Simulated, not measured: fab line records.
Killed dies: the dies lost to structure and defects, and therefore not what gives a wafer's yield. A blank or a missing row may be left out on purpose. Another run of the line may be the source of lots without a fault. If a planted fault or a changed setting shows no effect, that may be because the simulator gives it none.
fab line records + flow n5_finfet
[record]
- lots = 7
- wafers = 19
- last_day = 18
route steps=1938 shown BEOL_M4@1049
lots untouched by any fault: they come from a run of this same line in which no faults occurred
start_h: the number of hours between the record's first day and the start of the first shown wafer of the lot + wait_h: hours elapsed since this lot's preceding step + " unchanged from the row above + L1.1+2: one row covering several wafers at once + - either no value or no given start + * or withheld: withheld + < > ~ a bound
route shown NAME@n: names a module that has steps shown in the file, with the first one's number in the route + usual: average and standard deviation across the fault-free wafers + same: alike in all rows + chamber/n: place in a boat + sites: readings site by site + _std_site: the standard deviation of these + _edge_site: mean of outer sites minus mean of inner sites + radius_mm: for every site, how far away it sits from the centre of the wafer + mask NAME#n: copy n + behind: the tool/chamber that last shaped the wafer + hold: why the lot went on hold/how many hours it stayed there/how the hold came to an end + device: the transistor (n, p or np) that didn't switch + end of line: at the end of the route, the tests of the same wafers + for a step that has no rows: nothing shown but its recipe + killed: at the first sort, the dies lost to defects and structure; wafer yield is something else + map: per-die view of a wafer (x killed, . not killed, _ where there is no die)
set.NAME: the run value of the setting; set.NAME@STEP: its run value at that earlier step + model.NAME: the simulator's own value behind a step, which no gauge read
lots at selected steps of the route; one table per step, one row per wafer
services: the hour from which a tool's chamber was out of use, counted from the record's first day as start_h (under 0 if before that day), plus the number of hours and why
[[steps]]
[step N5_BEOL_M4_COAT_76]
[recipe]
- resist = underlayer
- temp_c = 205
- time_s = 60
- spin_rpm = 1500
- resist_thk_nm = 5
[step N5_BEOL_M4_COAT_22]
[recipe]
- resist = CAR-EUV
- spin_rpm = 1500
- resist_thk_nm = 30
[step N5_BEOL_M4_EBR_24]
[recipe]
- solvent = PGMEA
- ebr_width_mm = 1.5
[step N5_BEOL_M4_SOFTBAKE_23]
[recipe]
- temp_c = 110
- time_s = 60
- resist = CAR-EUV
[step N5_BEOL_M4_EXPOSE_25]
[recipe]
- mask_id = V3
- na = 0.33
- source_shape = quasar
- sigma_inner = 0.2
- sigma_outer = 0.8
- polarization = unpolarized
- defocus_nm = 5
- dose_mj = 63
[step N5_BEOL_M4_PEB_26]
[recipe]
- peb_temp_c = 100
- peb_time_s = 60
- resist = CAR-EUV
[step N5_BEOL_M4_DEVELOP_27]
[recipe]
- develop_time_s = 30
- developer = TMAH
- resist = CAR-EUV
- rinse_liquid = surfactant_rinse
- dry = air_spin
- dev_temp_c = 23
[step N5_BEOL_M4_CD_MEAS_28]
[recipe]
- target_cd_nm = 26.2
- landing_energy_ev = 500
- detector = se_inlens
- target_cd_y_nm = 24.1
- polarity = opening
[usual]
- cd_nm = 26.12/0.29
[same]
- landing_energy_ev = 500
| lot.wafer | tool      | chamber | start_h | wait_h | cd_nm |
|-----------|-----------|---------|---------|--------|-------|
| L130.1    | cd_sem-01 | 0       | 165.17  | -      | 25.70 |
| L130.3    | "         | 0       | "       | "      | 26.23 |
| L130.4    | "         | 0       | "       | "      | 26.32 |
| L131.1    | cd_sem-02 | 0       | 174.79  | -      | 26.28 |
| L131.4    | "         | 0       | "       | "      | 26.30 |
| L131.5    | "         | 0       | "       | "      | 26.03 |
| L134.2    | cd_sem-02 | 0       | 190.48  | -      | 26.02 |
| L134.3    | "         | 0       | "       | "      | 25.99 |
| L134.6    | "         | 0       | "       | "      | 26.31 |
| L142.2    | cd_sem-03 | 0       | 245.19  | -      | 25.87 |
| L142.5    | "         | 0       | "       | "      | 26.26 |
| L142.6    | "         | 0       | "       | "      | 26.17 |
| L143.1    | cd_sem-03 | 0       | 261.60  | -      | 26.54 |
| L143.3    | "         | 0       | "       | "      | 26.19 |
| L143.6    | "         | 0       | "       | "      | 26.45 |
| L146.3    | cd_sem-01 | 0       | 272.12  | -      | 26.06 |
| L146.6    | "         | 0       | "       | "      | 26.26 |
| L148.1    | cd_sem-03 | 0       | 291.13  | -      | 25.60 |
| L148.2    | "         | 0       | "       | "      | 26.07 |
[step N5_BEOL_M4_OVL_MEAS_29]
[recipe]
- points_per_wafer = 522
[usual]
- V3_OVL = 0.2/0.62
| lot.wafer | tool       | chamber | start_h | wait_h | V3_OVL[nm] |
|-----------|------------|---------|---------|--------|------------|
| L130.1    | overlay-02 | 0       | 165.20  | 0.0    | -0.6       |
| L130.3    | "          | 0       | "       | "      | -0.5       |
| L130.4    | "          | 0       | "       | "      | -0.8       |
| L131.1    | overlay-01 | 0       | 174.82  | 0.0    | -1.4       |
| L131.4    | "          | 0       | "       | "      | 1.2        |
| L131.5    | "          | 0       | "       | "      | -0.8       |
| L134.2    | overlay-02 | 0       | 190.51  | 0.0    | 0.9        |
| L134.3    | "          | 0       | "       | "      | 0.7        |
| L134.6    | "          | 0       | "       | "      | 0.4        |
| L142.2    | overlay-01 | 0       | 245.23  | 0.0    | 0.5        |
| L142.5    | "          | 0       | "       | "      | 1.0        |
| L142.6    | "          | 0       | "       | "      | 1.1        |
| L143.1    | overlay-01 | 0       | 261.63  | 0.0    | 0.7        |
| L143.3    | "          | 0       | "       | "      | -0.1       |
| L143.6    | "          | 0       | "       | "      | 0.7        |
| L146.3    | overlay-01 | 0       | 272.16  | 0.0    | 0.6        |
| L146.6    | "          | 0       | "       | "      | 0.6        |
| L148.1    | overlay-01 | 0       | 291.16  | 0.0    | 0.1        |
| L148.2    | "          | 0       | "       | "      | 0.1        |
[step N5_BEOL_M4_INSPECT_30]
[recipe]
- mode = adi
- inspect_instrument = brightfield
[usual]
- raw_defect_count = 429/84
| lot.wafer | tool              | chamber | start_h | wait_h | raw_defect_count |
|-----------|-------------------|---------|---------|--------|------------------|
| L130.1    | defect_inspect-01 | -       | 165.25  | 0.1    | 422              |
| L130.3    | "                 | -       | "       | "      | 492              |
| L130.4    | "                 | -       | "       | "      | 356              |
| L131.1    | defect_inspect-01 | -       | 174.88  | 0.1    | 392              |
| L131.4    | "                 | -       | "       | "      | 323              |
| L131.5    | "                 | -       | "       | "      | 363              |
| L134.2    | defect_inspect-01 | -       | 190.56  | 0.0    | 402              |
| L134.3    | "                 | -       | "       | "      | 412              |
| L134.6    | "                 | -       | "       | "      | 424              |
| L142.2    | defect_inspect-01 | -       | 245.28  | 0.0    | 501              |
| L142.5    | "                 | -       | "       | "      | 296              |
| L142.6    | "                 | -       | "       | "      | 406              |
| L143.1    | defect_inspect-01 | -       | 261.69  | 0.1    | 490              |
| L143.3    | "                 | -       | "       | "      | 527              |
| L143.6    | "                 | -       | "       | "      | 577              |
| L146.3    | defect_inspect-01 | -       | 272.21  | 0.0    | 328              |
| L146.6    | "                 | -       | "       | "      | 466              |
| L148.1    | defect_inspect-01 | -       | 291.22  | 0.1    | 724              |
| L148.2    | "                 | -       | "       | "      | 518              |
[step N5_BEOL_M4_DESCUM_33]
[recipe]
- chemistry = O2
- time_s = 7
- source_power_w = 50
- bias_power_w = 20
- pressure_mtorr = 20
- rf_frequency_hz = 2.712e+07
- temp_c = 40
- resist = CAR-EUV
- o2_flow_sccm = 225
[usual]
- drypump_motor_current_A = 5.7/0.46
- oes_product_au = 0.83/0.091
- rf_vpp_V = 243.3/1.3
- showerhead_plenum_p_Torr = 2.10/0.069
- throttle_valve_pct = 20.31/0.2
| lot.wafer | tool        | chamber | start_h | wait_h | drypump_motor_current_A | oes_product_au | rf_hours_counter_h | rf_vpp_V | showerhead_plenum_p_Torr | throttle_valve_pct |
|-----------|-------------|---------|---------|--------|-------------------------|----------------|--------------------|----------|--------------------------|--------------------|
| L130.1    | rie_diel-04 | 2       | 165.29  | 0.0    | 5.8                     | 0.69           | 238                | 242.7    | 2.04                     | 20.43              |
| L130.3    | "           | 3       | "       | "      | 6.6                     | 0.72           | 195                | 243.8    | 2.17                     | 20.54              |
| L130.4    | "           | 1       | "       | "      | 5.4                     | 0.90           | -                  | 244.3    | 2.13                     | 20.23              |
| L131.1    | rie_diel-05 | 2       | 175.05  | 0.2    | 6.5                     | 0.70           | 240                | 245.4    | 2.15                     | 20.72              |
| L131.4    | "           | 1       | "       | "      | 5.6                     | 0.87           | 45                 | 243.3    | 2.04                     | 20.44              |
| L131.5    | "           | 3       | "       | "      | 5.2                     | 0.89           | -                  | 244.1    | 2.22                     | 20.25              |
| L134.2    | rie_diel-05 | 0       | 190.60  | 0.0    | 5.8                     | 0.91           | 29                 | 241.7    | 2.04                     | 20.23              |
| L134.3    | "           | 1       | "       | "      | 5.6                     | 0.85           | 50                 | 241.4    | 2.04                     | 20.44              |
| L134.6    | "           | 1       | "       | "      | 5.6                     | 0.85           | -                  | 241.1    | 2.04                     | 20.45              |
| L142.2    | rie_diel-02 | 0       | 245.78  | 0.5    | 5.8                     | 0.70           | 214                | 243.0    | 1.98                     | 20.38              |
| L142.5    | "           | 3       | "       | "      | 5.7                     | 0.87           | -                  | 242.9    | 2.13                     | 20.04              |
| L142.6    | "           | 0       | "       | "      | 5.8                     | 0.70           | -                  | 240.9    | 1.98                     | 20.40              |
| L143.1    | rie_diel-04 | 3       | 261.73  | 0.0    | 6.5                     | 0.70           | 230                | 244.6    | 2.16                     | 20.60              |
| L143.3    | "           | 0       | "       | "      | 5.2                     | 0.88           | 25                 | 241.3    | 2.03                     | 19.81              |
| L143.6    | "           | 1       | "       | "      | 5.3                     | 0.84           | -                  | 242.8    | 2.12                     | 20.32              |
| L146.3    | rie_diel-04 | 2       | 272.24  | 0.0    | 5.8                     | 0.97           | 14                 | 241.8    | 2.03                     | 20.15              |
| L146.6    | "           | 2       | "       | "      | 5.8                     | 0.97           | -                  | 242.7    | 2.03                     | 20.16              |
| L148.1    | rie_diel-04 | 3       | 291.38  | 0.2    | 6.5                     | 0.69           | 241                | 244.3    | 2.15                     | 20.60              |
| L148.2    | "           | 0       | "       | "      | 5.2                     | 0.87           | 36                 | 241.0    | 2.03                     | 19.81              |
[step N5_BEOL_M4_ETCH_77]
[recipe]
- chemistry = N2/H2
- target = underlayer
- target_depth_a = 65
- mask_material = CAR-EUV
- time_s = 5.2
- ion_energy_ev = 200
- pressure_mtorr = 30
- source_w = 840
- bias_w = 150
- n2_flow_sccm = 200
- h2_flow_sccm = 200
- ends = cleared
[usual]
- bias_w = 150.0/0.43
- drypump_motor_current_A = 5.7/0.46
- etch_rf_on_time_s = 5.17/0.078
- oes_product_au = 0.71/0.076
- rf_vpp_V = 524.4/2.6
- showerhead_plenum_p_Torr = 2.56/0.084
- throttle_valve_pct = 17.76/0.23
| lot.wafer | tool        | chamber | start_h | wait_h | bias_w | drypump_motor_current_A | etch_rf_on_time_s | oes_product_au | rf_hours_counter_h | rf_vpp_V | showerhead_plenum_p_Torr | throttle_valve_pct |
|-----------|-------------|---------|---------|--------|--------|-------------------------|-------------------|----------------|--------------------|----------|--------------------------|--------------------|
| L130.1    | rie_diel-04 | 2       | 165.32  | 0.0    | 150.2  | 5.8                     | 5.09              | 0.60           | 238                | 524.1    | 2.50                     | 17.95              |
| L130.3    | "           | 3       | "       | "      | 149.8  | 6.5                     | 5.22              | 0.62           | 195                | 526.5    | 2.62                     | 17.87              |
| L130.4    | "           | 1       | "       | "      | 150.5  | 5.4                     | 5.10              | 0.76           | -                  | 526.7    | 2.60                     | 17.64              |
| L131.1    | rie_diel-05 | 2       | 175.09  | 0.0    | 149.9  | 6.6                     | 5.29              | 0.58           | 240                | 524.3    | 2.64                     | 18.29              |
| L131.4    | "           | 1       | "       | "      | 150.5  | 5.7                     | 5.12              | 0.73           | 45                 | 521.8    | 2.48                     | 17.87              |
| L131.5    | "           | 3       | "       | "      | 150.0  | 5.2                     | 5.22              | 0.75           | -                  | 529.6    | 2.72                     | 17.74              |
| L134.2    | rie_diel-05 | 0       | 190.63  | 0.0    | 149.6  | 5.8                     | 5.17              | 0.77           | 29                 | 522.7    | 2.49                     | 17.80              |
| L134.3    | "           | 1       | "       | "      | 150.3  | 5.7                     | 5.05              | 0.72           | 50                 | 520.3    | 2.48                     | 17.88              |
| L134.6    | "           | 1       | "       | "      | 150.5  | 5.6                     | 5.14              | 0.73           | -                  | 519.9    | 2.48                     | 17.86              |
| L142.2    | rie_diel-02 | 0       | 245.81  | 0.0    | 149.8  | 5.8                     | 5.25              | 0.61           | 214                | 520.8    | 2.40                     | 17.85              |
| L142.5    | "           | 3       | "       | "      | 150.1  | 5.7                     | 5.21              | 0.74           | -                  | 524.3    | 2.59                     | 17.55              |
| L142.6    | "           | 0       | "       | "      | 149.8  | 5.8                     | 5.18              | 0.60           | -                  | 519.9    | 2.40                     | 17.86              |
| L143.1    | rie_diel-04 | 3       | 261.76  | 0.0    | 150.1  | 6.5                     | 5.18              | 0.60           | 230                | 526.4    | 2.61                     | 17.94              |
| L143.3    | "           | 0       | "       | "      | 149.4  | 5.2                     | 5.26              | 0.73           | 25                 | 521.0    | 2.48                     | 17.19              |
| L143.6    | "           | 1       | "       | "      | 150.4  | 5.4                     | 5.10              | 0.73           | -                  | 524.2    | 2.59                     | 17.69              |
| L146.3    | rie_diel-04 | 2       | 272.28  | 0.0    | 150.2  | 5.7                     | 5.13              | 0.83           | 14                 | 522.4    | 2.48                     | 17.58              |
| L146.6    | "           | 2       | "       | "      | 148.8  | 5.7                     | 5.13              | 0.83           | -                  | 521.6    | 2.48                     | 17.58              |
| L148.1    | rie_diel-04 | 3       | 291.41  | 0.0    | 150.2  | 6.5                     | 5.29              | 0.58           | 241                | 525.7    | 2.60                     | 17.98              |
| L148.2    | "           | 0       | "       | "      | 149.4  | 5.2                     | 5.21              | 0.73           | 36                 | 522.7    | 2.47                     | 17.21              |
[step N5_BEOL_M4_ETCH_69]
[recipe]
- chemistry = CF4
- target = SiARC
- target_depth_a = 156
- mask_material = CAR-EUV
- time_s = 26
- ion_energy_ev = 80
- pressure_mtorr = 40
- source_w = 545
- bias_w = 36
- Ar_flow_sccm = 100
- cf4_flow_sccm = 100
- ends = cleared
[usual]
- bias_w = 35.98/0.11
- drypump_motor_current_A = 5.7/0.46
- etch_rf_on_time_s = 25.8/0.42
- oes_product_au = 0.71/0.077
- rf_vpp_V = 184.2/1.1
- showerhead_plenum_p_Torr = 2.15/0.066
- throttle_valve_pct = 15.51/0.2
| lot.wafer | tool        | chamber | start_h | wait_h | bias_w | drypump_motor_current_A | etch_rf_on_time_s | oes_product_au | rf_hours_counter_h | rf_vpp_V | showerhead_plenum_p_Torr | throttle_valve_pct |
|-----------|-------------|---------|---------|--------|--------|-------------------------|-------------------|----------------|--------------------|----------|--------------------------|--------------------|
| L130.1    | rie_diel-04 | 2       | 165.34  | 0.0    | 35.99  | 5.8                     | 25.0              | 0.60           | 238                | 183.6    | 2.11                     | 15.81              |
| L130.3    | "           | 3       | "       | "      | 36.08  | 6.5                     | 25.8              | 0.62           | 195                | 184.8    | 2.20                     | 15.65              |
| L130.4    | "           | 1       | "       | "      | 36.05  | 5.4                     | 25.3              | 0.78           | -                  | 184.9    | 2.17                     | 15.34              |
| L131.1    | rie_diel-05 | 2       | 175.10  | 0.0    | 36.05  | 6.5                     | 26.0              | 0.60           | 240                | 184.7    | 2.21                     | 16.03              |
| L131.4    | "           | 1       | "       | "      | 35.81  | 5.6                     | 25.3              | 0.74           | 45                 | 185.4    | 2.09                     | 15.55              |
| L131.5    | "           | 3       | "       | "      | 35.96  | 5.2                     | 25.8              | 0.77           | -                  | 185.6    | 2.28                     | 15.49              |
| L134.2    | rie_diel-05 | 0       | 190.65  | 0.0    | 35.86  | 5.8                     | 25.9              | 0.76           | 29                 | 181.8    | 2.08                     | 15.38              |
| L134.3    | "           | 1       | "       | "      | 35.94  | 5.6                     | 25.4              | 0.74           | 50                 | 182.9    | 2.09                     | 15.57              |
| L134.6    | "           | 1       | "       | "      | 35.97  | 5.6                     | 25.3              | 0.73           | -                  | 182.3    | 2.09                     | 15.56              |
| L142.2    | rie_diel-02 | 0       | 245.83  | 0.0    | 36.07  | 5.8                     | 26.3              | 0.60           | 214                | 183.0    | 2.03                     | 15.65              |
| L142.5    | "           | 3       | "       | "      | 35.85  | 5.7                     | 26.0              | 0.73           | -                  | 184.0    | 2.18                     | 15.24              |
| L142.6    | "           | 0       | "       | "      | 36.10  | 5.8                     | 26.7              | 0.60           | -                  | 184.7    | 2.03                     | 15.67              |
| L143.1    | rie_diel-04 | 3       | 261.78  | 0.0    | 36.03  | 6.5                     | 18.5              | 0.74           | 230                | 185.5    | 2.19                     | 15.71              |
| L143.3    | "           | 0       | "       | "      | 35.90  | 5.2                     | 18.4              | 0.92           | 25                 | 182.5    | 2.11                     | 15.12              |
| L143.6    | "           | 1       | "       | "      | 35.84  | 5.4                     | 25.4              | 0.72           | -                  | 184.6    | 2.16                     | 15.40              |
| L146.3    | rie_diel-04 | 2       | 272.29  | 0.0    | 35.94  | 5.7                     | 17.8              | 1.02           | 14                 | 183.3    | 2.10                     | 15.39              |
| L146.6    | "           | 2       | "       | "      | 35.97  | 5.7                     | 25.1              | 0.83           | -                  | 184.8    | 2.10                     | 15.40              |
| L148.1    | rie_diel-04 | 3       | 291.43  | 0.0    | 35.83  | 6.5                     | 18.4              | 0.73           | 241                | 184.4    | 2.19                     | 15.74              |
| L148.2    | "           | 0       | "       | "      | 36.01  | 5.2                     | 25.9              | 0.74           | 36                 | 183.9    | 2.10                     | 15.15              |
[step N5_BEOL_M4_ALD_98]
[recipe]
- material = SiO2
- target_thk_a = 25
- temp_c = 100
- ald_precursor_family = BDEAS
- ald_co_reactant = O2-plasma
- pulse_time_s = 1
- co_reactant_pulse_time_s = 1
- purge_time_s = 2
- co_reactant_purge_time_s = 2
- ald_cycles = 17
- pressure_torr = 2
[usual]
- chamber_pressure_Torr = 2.000/0.0048
- heater_power_w = 77/8
- precursor_pulse_height_rel = 0.998/0.023
- susceptor_temp_C = 99.98/0.11
| lot.wafer | tool       | chamber | start_h | wait_h | chamber_pressure_Torr | heater_power_w | precursor_pulse_height_rel | susceptor_temp_C |
|-----------|------------|---------|---------|--------|-----------------------|----------------|----------------------------|------------------|
| L130.1    | ald_sin-04 | 0       | 165.42  | 0.1    | 2.007                 | 59             | 0.973                      | 99.79            |
| L130.3    | "          | 3       | "       | "      | 2.003                 | 74             | 1.006                      | 100.10           |
| L130.4    | "          | 2       | "       | "      | 1.999                 | 71             | 0.982                      | 99.88            |
| L131.1    | ald_sin-04 | 1       | 175.19  | 0.1    | 2.008                 | 74             | 1.025                      | 100.10           |
| L131.4    | "          | 2       | "       | "      | 1.998                 | 69             | 0.972                      | 100.04           |
| L131.5    | "          | 1       | "       | "      | 2.008                 | 75             | 0.995                      | 100.06           |
| L134.2    | ald_sin-03 | 3       | 191.71  | 1.0    | 1.991                 | 72             | 0.979                      | 99.87            |
| L134.3    | "          | 0       | "       | "      | 1.994                 | 88             | 0.987                      | 99.85            |
| L134.6    | "          | 2       | "       | "      | 2.005                 | 81             | 0.953                      | 100.14           |
| L142.2    | ald_sin-01 | 3       | 246.11  | 0.3    | 2.002                 | 86             | 0.993                      | 99.95            |
| L142.5    | "          | 3       | "       | "      | 1.995                 | 83             | 1.040                      | 99.99            |
| L142.6    | "          | 2       | "       | "      | 2.002                 | 84             | 0.986                      | 99.96            |
| L143.1    | ald_sin-01 | 1       | 261.87  | 0.1    | 2.000                 | 78             | 0.967                      | 99.98            |
| L143.3    | "          | 2       | "       | "      | 1.992                 | 88             | 0.976                      | 99.89            |
| L143.6    | "          | 3       | "       | "      | 1.999                 | 82             | 0.979                      | 99.79            |
| L146.3    | ald_sin-01 | 2       | 274.05  | 1.7    | 1.997                 | 83             | 0.997                      | 100.03           |
| L146.6    | "          | 0       | "       | "      | 2.004                 | 66             | 1.016                      | 100.01           |
| L148.1    | ald_sin-04 | 1       | 291.51  | 0.1    | 1.999                 | 74             | 0.985                      | 100.09           |
| L148.2    | "          | 3       | "       | "      | 2.001                 | 70             | 1.004                      | 99.95            |
[step N5_BEOL_M4_RC_MEAS_101]
[usual]
- DIBL_N = 36.2/1.6
- DIBL_P = 36.5/1.9
- IOFF_N = 0.158/0.027
- IOFF_P = 0.21/0.038
- ION_N = 675/12
- ION_P = 464/8.9
- SS_N = 71.5/0.61
- SS_P = 73.4/0.59
- VT_N = 250.4/3
- VT_P = -250/3.6
| lot.wafer | tool      | chamber | start_h | wait_h | DIBL_N[mV/V] | DIBL_P[mV/V] | IOFF_N[nA/um] | IOFF_P[nA/um] | ION_N[uA/um] | ION_P[uA/um] | SS_N[mV/dec] | SS_P[mV/dec] | VT_N[mV] | VT_P[mV] |
|-----------|-----------|---------|---------|--------|--------------|--------------|---------------|---------------|--------------|--------------|--------------|--------------|----------|----------|
| L130.1    | prober-01 | 0       | 170.19  | 0.0    | 34.6         | 34.5         | 0.125         | 0.17          | 661          | 456          | 70.9         | 73.1         | 255.4    | -257     |
| L130.3    | "         | 0       | "       | "      | 33.8         | 33.2         | 0.115         | 0.16          | 659          | 455          | 71.0         | 73.3         | 254.6    | -254     |
| L130.4    | "         | 0       | "       | "      | 35.7         | 35.9         | 0.150         | 0.20          | 672          | 460          | 71.4         | 73.8         | 250.0    | -252     |
| L131.1    | prober-01 | 0       | 185.47  | 0.0    | 39.7         | 40.1         | 0.220         | 0.28          | 676          | 464          | 72.3         | 73.8         | 245.9    | -250     |
| L131.4    | "         | 0       | "       | "      | 35.2         | 35.6         | 0.125         | 0.19          | 649          | 455          | 71.6         | 73.3         | 255.6    | -252     |
| L131.5    | "         | 0       | "       | "      | 37.3         | 38.5         | 0.171         | 0.24          | 670          | 461          | 71.8         | 73.8         | 247.8    | -251     |
| L134.2    | prober-01 | 0       | 202.64  | 0.2    | 37.3         | 36.5         | 0.153         | 0.19          | 673          | 460          | 71.3         | 74.0         | 252.8    | -253     |
| L134.3    | "         | 0       | "       | "      | 37.8         | 37.0         | 0.168         | 0.20          | 680          | 460          | 71.9         | 74.1         | 250.7    | -252     |
| L134.6    | "         | 0       | "       | "      | 35.9         | 34.8         | 0.128         | 0.16          | 661          | 454          | 70.8         | 73.1         | 255.9    | -253     |
| L142.2    | prober-01 | 0       | 255.40  | 0.2    | 38.5         | 39.4         | 0.208         | 0.28          | 680          | 473          | 72.2         | 74.3         | 245.6    | -246     |
| L142.5    | "         | 0       | "       | "      | 38.5         | 40.3         | 0.212         | 0.31          | 684          | 476          | 72.4         | 73.7         | 245.3    | -244     |
| L142.6    | "         | 0       | "       | "      | 38.3         | 40.2         | 0.207         | 0.32          | 690          | 483          | 71.5         | 74.5         | 246.2    | -244     |
| L143.1    | prober-02 | 0       | 275.09  | 0.0    | 36.0         | 36.8         | 0.154         | 0.21          | 678          | 461          | 71.9         | 73.5         | 251.5    | -251     |
| L143.3    | "         | 0       | "       | "      | 32.6         | 33.1         | 0.108         | 0.15          | 663          | 454          | 71.3         | 73.0         | 252.2    | -255     |
| L143.6    | "         | 0       | "       | "      | 35.5         | 35.9         | 0.148         | 0.19          | 669          | 459          | 72.0         | 73.0         | 248.8    | -251     |
| L146.3    | prober-01 | 0       | 281.55  | 0.3    | 38.6         | 40.1         | 0.212         | 0.30          | 705          | 488          | 72.1         | 74.0         | 245.7    | -242     |
| L146.6    | "         | 0       | "       | "      | 35.0         | 35.0         | 0.132         | 0.20          | 672          | 461          | 71.0         | 72.5         | 254.3    | -248     |
| L148.1    | prober-02 | 0       | 307.55  | 0.0    | 37.6         | 35.6         | 0.169         | 0.23          | 663          | 456          | 72.5         | 73.1         | 251.5    | -248     |
| L148.2    | "         | 0       | "       | "      | 36.5         | 35.5         | 0.159         | 0.23          | 674          | 470          | 72.1         | 73.5         | 249.0    | -246     |
[[services]]
| tool        | chamber | start_h | hours | kind                          |
|-------------|---------|---------|-------|-------------------------------|
| rie_diel-04 | 0       | 163.15  | -     | clean                         |
| rie_diel-04 | 0       | 163.15  | -     | consumable_replace:focus_ring |
| rie_diel-04 | 0       | 163.15  | 21.2  | scheduled_down                |
| rie_diel-04 | 0       | 163.15  | 21.2  | vent_cycle                    |
| rie_diel-04 | 2       | 165.46  | 6.9   | repair                        |
| ald_sin-01  | -       | 178.05  | 14.0  | pm                            |
| ald_sin-01  | 0       | 178.05  | 14.0  | vent_cycle                    |
| ald_sin-01  | 1       | 178.05  | 14.0  | vent_cycle                    |
| ald_sin-01  | 2       | 178.05  | 14.0  | vent_cycle                    |
| ald_sin-01  | 3       | 178.05  | 14.0  | vent_cycle                    |
| ald_sin-01  | 0       | 192.05  | -     | clean                         |
| ald_sin-01  | 1       | 192.05  | -     | clean                         |
| rie_diel-05 | 2       | 206.62  | -     | clean                         |
| rie_diel-05 | 2       | 206.62  | -     | consumable_replace:focus_ring |
| rie_diel-05 | 2       | 206.62  | 23.4  | scheduled_down                |
| rie_diel-05 | 2       | 206.62  | 23.4  | vent_cycle                    |
| ald_sin-04  | -       | 210.37  | 2.8   | pm                            |
| rie_diel-04 | 0       | 212.51  | 4.9   | repair                        |
| rie_diel-04 | 2       | 214.43  | 1.4   | repair                        |
| rie_diel-04 | 2       | 217.64  | -     | clean                         |
| rie_diel-04 | 2       | 217.64  | -     | consumable_replace:focus_ring |
| ald_sin-04  | -       | 219.39  | 0.8   | repair                        |
| ald_sin-01  | 2       | 226.88  | 7.2   | repair                        |
| ald_sin-04  | -       | 268.25  | 14.0  | pm                            |
[[key]]
[first_sign]
- step = N5_BEOL_M4_ETCH_69
- reading = etch_rf_on_time_s
- direction = down
- sigmas = 18
- usual = *
- struck = *
[effect]
- step = N5_BEOL_M4_ETCH_69
- reading = oes_product_au
- direction = up
- sigmas = 1.8
- usual = 0.71
- struck = 0.85
- wafers_moved = 2
met_at N5_BEOL_M4_ETCH_69
struck_wafers L143.1,L143.3,L146.3,L148.1
onset_between 165.34 261.78
[fault]
- kind = process_parameter_drift
- tool = rie_diel-04
- chamber = -
- onset_h = 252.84
- steps = N5_BEOL_M4_ETCH_69
- channel = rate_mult
- offset = 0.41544
- shape = step
- end_h = 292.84
- scope = struck_wafers_only
